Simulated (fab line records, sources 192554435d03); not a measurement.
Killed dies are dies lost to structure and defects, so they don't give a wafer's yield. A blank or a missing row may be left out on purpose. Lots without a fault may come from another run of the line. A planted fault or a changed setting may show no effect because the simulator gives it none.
Which tool did it? | flow n5_finfet | 24 lots, 72 wafers sampled, at 6 steps of a route of 1938

WHAT THE GAUGES READ, wafer by wafer
N5_ILD0_THK_MEAS_13.
lot  | measured    | on            | thk_nm (nm)
L074 | day 3 19:35 | film_metro-01 | 19.4 19.5 18.7
L075 | day 4 04:19 | film_metro-02 | 18.3 16.8 15.3
L076 | day 4 05:22 | film_metro-02 | 18.0 17.7 17.7
L077 | day 4 18:36 | film_metro-02 | 18.5 19.8 18.0
L078 | day 4 19:20 | film_metro-01 | 18.1 17.4 17.5
L079 | day 5 04:20 | film_metro-01 | 19.1 18.8 18.7
L080 | day 5 13:52 | film_metro-02 | 16.6 18.2 15.9
L081 | day 5 13:58 | film_metro-01 | 15.6 17.8 18.2
L082 | day 5 20:53 | film_metro-01 | 18.1 18.8 18.6
L083 | day 5 23:37 | film_metro-01 | 18.0 16.8 16.3
L084 | day 6 08:43 | film_metro-02 | 20.0 19.6 18.9
L085 | day 6 15:08 | film_metro-01 | 18.7 19.1 20.8
L086 | day 7 00:29 | film_metro-02 | 18.3 18.1 17.6
L087 | day 7 05:59 | film_metro-01 | 17.9 18.0 19.1
L088 | day 7 07:01 | film_metro-01 | 19.5 19.3 20.5
L089 | day 7 10:32 | film_metro-02 | 18.2 17.9 17.3
L090 | day 7 16:08 | film_metro-01 | 18.0 20.9 18.5
L091 | day 7 21:49 | film_metro-01 | 17.9 18.3 19.2
L092 | day 8 05:03 | film_metro-01 | 18.5 18.7 17.4
L093 | day 8 11:13 | film_metro-01 | 18.3 18.1 17.3
L094 | day 8 16:38 | film_metro-01 | 16.4 19.1 18.6
L095 | day 9 00:55 | film_metro-01 | 19.3 19.0 18.5
L096 | day 9 11:42 | film_metro-01 | 17.2 19.2 18.0
L097 | day 9 12:43 | film_metro-01 | 16.2 20.2 18.8

N5_SDB_INSPECT_13: inspects for defects (brightfield).
lot  | measured    | on                | raw_defect_count
L074 | day 3 20:09 | defect_inspect-01 | 65 36 27
L075 | day 4 04:53 | defect_inspect-01 | 75 171 52
L076 | day 4 05:49 | defect_inspect-01 | 50 54 86
L077 | day 4 19:03 | defect_inspect-02 | 59 79 93
L078 | day 4 19:54 | defect_inspect-01 | 41 66 64
L079 | day 5 04:55 | defect_inspect-02 | 131 94 89
L080 | day 5 14:26 | defect_inspect-02 | 27 46 42
L081 | day 5 14:29 | defect_inspect-01 | 62 44 53
L082 | day 5 21:20 | defect_inspect-01 | 50 36 45
L083 | day 6 00:03 | defect_inspect-01 | 106 52 37
L084 | day 6 09:17 | defect_inspect-01 | 162 51 136
L085 | day 6 15:42 | defect_inspect-02 | 56 75 83
L086 | day 7 00:56 | defect_inspect-02 | 57 68 46
L087 | day 7 06:25 | defect_inspect-01 | 47 24 19
L088 | day 7 07:35 | defect_inspect-02 | 85 80 109
L089 | day 7 10:59 | defect_inspect-02 | 195 86 100
L090 | day 7 16:42 | defect_inspect-02 | 92 94 80
L091 | day 7 22:23 | defect_inspect-01 | 84 63 68
L092 | day 8 05:30 | defect_inspect-02 | 68 77 54
L093 | day 8 11:47 | defect_inspect-02 | 54 56 61
L094 | day 8 17:13 | defect_inspect-01 | 41 68 57
L095 | day 9 01:29 | defect_inspect-02 | 163 55 114
L096 | day 9 12:09 | defect_inspect-02 | 77 90 102
L097 | day 9 13:17 | defect_inspect-01 | 45 81 25

N5_HKMG_FIN_THK_MEAS_70: measures by xrf.
lot  | measured    | on            | HK_THK (nm)
L074 | day 4 04:28 | film_metro-02 | 1.639 1.649 1.598
L075 | day 4 13:12 | film_metro-01 | 1.619 1.612 1.638
L076 | day 4 14:11 | film_metro-02 | 1.623 1.626 1.630
L077 | day 5 03:56 | film_metro-01 | 1.630 1.611 1.593
L078 | day 5 06:27 | film_metro-01 | 1.594 1.592 1.603
L079 | day 5 13:59 | film_metro-02 | 1.646 1.606 1.615
L080 | day 5 22:38 | film_metro-02 | 1.625 1.609 1.644
L081 | day 5 23:57 | film_metro-01 | 1.631 1.641 1.641
L082 | day 6 05:29 | film_metro-02 | 1.603 1.605 1.611
L083 | day 6 08:20 | film_metro-01 | 1.621 1.644 1.637
L084 | day 6 17:35 | film_metro-01 | 1.653 1.634 1.625
L085 | day 7 00:16 | film_metro-02 | 1.645 1.620 1.613
L086 | day 7 09:31 | film_metro-02 | 1.603 1.616 1.642
L087 | day 7 14:23 | film_metro-01 | 1.597 1.604 1.613
L088 | day 7 15:54 | film_metro-01 | 1.609 1.636 1.630
L089 | day 7 18:58 | film_metro-01 | 1.617 1.633 1.601
L090 | day 8 00:55 | film_metro-01 | 1.608 1.607 1.606
L091 | day 8 07:17 | film_metro-01 | 1.618 1.614 1.622
L092 | day 8 13:38 | film_metro-01 | 1.599 1.615 1.609
L093 | day 8 21:02 | film_metro-01 | 1.639 1.637 1.638
L094 | day 9 01:39 | film_metro-01 | 1.631 1.633 1.633
L095 | day 9 09:28 | film_metro-01 | 1.612 1.632 1.631
L096 | day 9 20:08 | film_metro-01 | 1.635 1.644 1.642
L097 | day 9 21:28 | film_metro-01 | 1.629 1.613 1.619

N5_HKMG_FIN_CD_MEAS_12: target cd 92.8 nm.
lot  | measured    | on        | cd_nm (nm)
L074 | day 4 05:13 | cd_sem-03 | 91.3 92.0 92.8
L075 | day 4 13:57 | cd_sem-03 | 92.5 92.4 91.6
L076 | day 4 15:04 | cd_sem-02 | 91.7 90.9 92.7
L077 | day 5 04:41 | cd_sem-02 | 94.1 92.4 92.6
L078 | day 5 07:12 | cd_sem-02 | 92.2 91.4 91.4
L079 | day 5 14:52 | cd_sem-03 | 93.0 93.2 92.8
L080 | day 5 23:31 | cd_sem-01 | 92.5 93.8 93.9
L081 | day 6 00:50 | cd_sem-03 | 92.1 92.6 92.7
L082 | day 6 06:22 | cd_sem-02 | 91.6 92.8 92.5
L083 | day 6 09:13 | cd_sem-03 | 92.1 93.2 92.2
L084 | day 6 18:28 | cd_sem-02 | 92.4 92.7 92.9
L085 | day 7 01:09 | cd_sem-03 | 93.6 93.2 92.9
L086 | day 7 10:23 | cd_sem-03 | 92.9 93.2 92.5
L087 | day 7 15:16 | cd_sem-02 | 93.0 92.6 92.3
L088 | day 7 16:47 | cd_sem-02 | 92.2 91.8 91.5
L089 | day 7 19:43 | cd_sem-03 | 92.5 92.8 92.1
L090 | day 8 01:40 | cd_sem-03 | 92.9 92.8 92.9
L091 | day 8 08:10 | cd_sem-02 | 93.2 92.6 92.4
L092 | day 8 14:23 | cd_sem-02 | 92.5 93.1 92.2
L093 | day 8 21:47 | cd_sem-03 | 92.9 92.7 91.6
L094 | day 9 02:24 | cd_sem-03 | 93.8 92.8 92.9
L095 | day 9 10:20 | cd_sem-02 | 91.4 91.1 91.9
L096 | day 9 21:01 | cd_sem-02 | 92.0 92.4 92.4
L097 | day 9 22:21 | cd_sem-03 | 92.9 92.8 92.5

WHICH TOOL RAN EACH LOT (tool, then ch and the chambers of the sampled wafers, then the start)
lot  | N5_SDB_ETCH_25                    | N5_SDB_ALD_29
L074 | rie_diel-01 ch 1,2,3, day 3 20:56 | ald_sin-02 ch 1,2,3, day 3 21:14
L075 | rie_diel-02 ch 0,1,3, day 4 05:33 | ald_sin-02 ch 0,3, day 4 05:49
L076 | rie_diel-01 ch 2,3, day 4 06:35   | ald_sin-01 ch 1,2,3, day 4 06:51
L077 | rie_diel-05 ch 2,3, day 4 19:37   | ald_sin-01 ch 0,1,2, day 4 20:40
L078 | rie_diel-05 ch 2,3, day 4 20:52   | ald_sin-04 ch 0,1,3, day 4 22:19
L079 | rie_diel-02 ch 1,2,3, day 5 06:29 | ald_sin-01 ch 0,1,2, day 5 06:53
L080 | rie_diel-02 ch 0,3, day 5 15:00   | ald_sin-02 ch 0,1,2, day 5 15:16
L081 | rie_diel-02 ch 1,3, day 5 15:06   | ald_sin-04 ch 0,1,3, day 5 16:30
L082 | rie_diel-05 ch 0,2,3, day 5 22:13 | ald_sin-04 ch 0,1,2, day 5 22:29
L083 | rie_diel-01 ch 0,1, day 6 00:37   | ald_sin-04 ch 0,2, day 6 01:11
L084 | rie_diel-05 ch 0,1,2, day 6 09:59 | ald_sin-01 ch 0,2,3, day 6 10:15
L085 | rie_diel-02 ch 2,3, day 6 16:26   | ald_sin-04 ch 2,3, day 6 16:42
L086 | rie_diel-02 ch 0,1, day 7 01:31   | ald_sin-02 ch 0,1,2, day 7 01:49
L087 | rie_diel-05 ch 0,1, day 7 06:59   | ald_sin-04 ch 0,1,2, day 7 07:15
L088 | rie_diel-01 ch 1,2, day 7 08:12   | ald_sin-02 ch 0,1,3, day 7 08:28
L089 | rie_diel-02 ch 0,1,3, day 7 11:33 | ald_sin-02 ch 1,2, day 7 11:49
L090 | rie_diel-02 ch 0,3, day 7 17:31   | ald_sin-02 ch 0,2,3, day 7 17:47
L091 | rie_diel-05 ch 1,2,3, day 7 23:25 | ald_sin-01 ch 0,1,2, day 7 23:41
L092 | rie_diel-05 ch 0,3, day 8 06:15   | ald_sin-02 ch 0,1, day 8 06:31
L093 | rie_diel-01 ch 0,1,2, day 8 13:08 | ald_sin-01 ch 0,1, day 8 13:40
L094 | rie_diel-01 ch 0,1, day 8 17:55   | ald_sin-02 ch 1,2,3, day 8 18:23
L095 | rie_diel-05 ch 1,2,3, day 9 02:04 | ald_sin-04 ch 1,3, day 9 02:20
L096 | rie_diel-01 ch 0,1,3, day 9 12:46 | ald_sin-04 ch 1,2,3, day 9 13:02
L097 | rie_diel-02 ch 0,2, day 9 14:04   | ald_sin-01 ch 0,1,3, day 9 14:21
- N5_SDB_ETCH_25: etches SiO2 in C4F6/O2, target depth 10 nm, time 3.3 s.
- N5_SDB_ALD_29: deposits SiNx, target thk 30 nm, pulse time 1 s, ald cycles 600.

WHAT THE TOOLS THEMSELVES READ (means of the sampled wafers that have a number; where no wafer has one, the mark that the record gives instead)
N5_SDB_ETCH_25.
lot  | tool        | C4F6_flow_sccm (sccm) | bias_w (W) | chamber_pressure_mTorr (mTorr) | drypump_motor_current_A (A) | oes_product_au (a.u.) | rf_vpp_V (V) | showerhead_plenum_p_Torr (Torr) | throttle_valve_pct (%)
L074 | rie_diel-01 | 10.01                 | 185.2      | 30.02                          | 5.5                         | 0.83                  | 667          | 2.88                            | 21.35
L075 | rie_diel-02 | 9.97                  | 185.3      | 29.95                          | 5.8                         | 0.81                  | 660          | 2.87                            | 21.32
L076 | rie_diel-01 | 10.02                 | 184.3      | 29.97                          | 5.5                         | 0.84                  | 670          | 2.82                            | 21.35
L077 | rie_diel-05 | 10.00                 | 184.0      | 30.00                          | 5.6                         | 0.87                  | 671          | 2.90                            | 21.11
L078 | rie_diel-05 | 9.98                  | 184.7      | 29.98                          | 6.0                         | 0.84                  | 669          | 2.88                            | 21.13
L079 | rie_diel-02 | 10.01                 | 184.9      | 29.97                          | 6.0                         | 0.72                  | 653          | 2.79                            | 21.37
L080 | rie_diel-02 | 9.99                  | 184.9      | 29.99                          | 5.6                         | 0.80                  | 658          | 2.87                            | 21.28
L081 | rie_diel-02 | 10.02                 | 184.4      | 29.97                          | 5.7                         | 0.75                  | 653          | 2.84                            | 21.34
L082 | rie_diel-05 | 9.99                  | 185.2      | 29.97                          | 5.8                         | 0.83                  | 674          | 2.88                            | 21.19
L083 | rie_diel-01 | 10.01                 | 185.2      | 29.96                          | 5.3                         | 0.74                  | 665          | 2.92                            | 21.43
L084 | rie_diel-05 | 9.99                  | 185.2      | 29.99                          | 5.6                         | 0.82                  | 677          | 2.88                            | 21.26
L085 | rie_diel-02 | 9.99                  | 185.0      | 30.01                          | 5.7                         | 0.82                  | 657          | 2.90                            | 21.26
L086 | rie_diel-02 | 9.98                  | 185.6      | 30.00                          | 6.0                         | 0.82                  | 668          | 2.89                            | 21.34
L087 | rie_diel-05 | 10.01                 | 184.9      | 29.98                          | 5.8                         | 0.79                  | 678          | 2.86                            | 21.32
L088 | rie_diel-01 | 10.03                 | 185.8      | 29.99                          | 5.3                         | 0.73                  | 661          | 2.88                            | 21.57
L089 | rie_diel-02 | 10.01                 | 184.7      | 30.00                          | 5.9                         | 0.78                  | 659          | 2.86                            | 21.36
L090 | rie_diel-02 | 9.99                  | 185.4      | 30.00                          | 5.6                         | 0.78                  | 659          | 2.86                            | 21.31
L091 | rie_diel-05 | 10.00                 | 185.5      | 30.01                          | 5.8                         | 0.80                  | 673          | 2.87                            | 21.23
L092 | rie_diel-05 | 10.00                 | 184.8      | 30.01                          | 6.1                         | 0.81                  | 675          | 2.86                            | 21.29
L093 | rie_diel-01 | 10.00                 | 185.0      | 29.99                          | 5.2                         | 0.75                  | 670          | 2.85                            | 21.46
L094 | rie_diel-01 | 10.00                 | 185.3      | 30.02                          | 5.2                         | 0.74                  | 673          | 2.88                            | 21.33
L095 | rie_diel-05 | 10.01                 | 184.9      | 29.99                          | 5.8                         | 0.79                  | 672          | 2.87                            | 21.24
L096 | rie_diel-01 | 10.00                 | 185.2      | 29.99                          | 5.5                         | 0.77                  | 670          | 2.90                            | 21.29
L097 | rie_diel-02 | 10.03                 | 185.1      | 29.98                          | 6.2                         | 0.86                  | 668          | 2.99                            | 21.20

N5_SDB_ALD_29.
lot  | tool       | heater_power_w (W) | precursor_pulse_height_rel
L074 | ald_sin-02 | 849                | 1.015
L075 | ald_sin-02 | 844                | 0.999
L076 | ald_sin-01 | 803                | 1.009
L077 | ald_sin-01 | 842                | 1.009
L078 | ald_sin-04 | 852                | 0.999
L079 | ald_sin-01 | 845                | 1.002
L080 | ald_sin-02 | 845                | 1.017
L081 | ald_sin-04 | 858                | 1.009
L082 | ald_sin-04 | 821                | 0.979
L083 | ald_sin-04 | 921                | 1.014
L084 | ald_sin-01 | 858                | 1.001
L085 | ald_sin-04 | 643                | 0.983
L086 | ald_sin-02 | 841                | 0.997
L087 | ald_sin-04 | 811                | 0.987
L088 | ald_sin-02 | 862                | 1.017
L089 | ald_sin-02 | 860                | 0.985
L090 | ald_sin-02 | 822                | 1.005
L091 | ald_sin-01 | 850                | 0.993
L092 | ald_sin-02 | 894                | 0.998
L093 | ald_sin-01 | 837                | 0.997
L094 | ald_sin-02 | 819                | 1.006
L095 | ald_sin-04 | 742                | 1.012
L096 | ald_sin-04 | 671                | 1.012
L097 | ald_sin-01 | 839                | 1.009

THE ANSWER, worked out from the rows above alone
Rule: what is usual is taken from the lots themselves. Put in order of their means at a reading, lots are off if they are a third of the lots or fewer, leave a main group of 4 or more, and stand apart from it by a gap of 3 or more times the standard deviation of the main group's means; of several such gaps the widest counts. A main group whose means are all the same, to the digits that the tables above print for the reading, isn't used. A lot without any number at a reading at which 4 lots or more have one is off too. The other lots that the step has rows for count as sound. The gauges are gone through in route order, then the tools' own readings, and for those a lot's mean is taken as printed above. The first step at which some lot is off is used, and at that step the reading that is off furthest; a lot without a number counts as furthest.
No lot is off at any reading shown: from this, nothing can be told.

WHAT THE SIMULATOR HAD PUT IN
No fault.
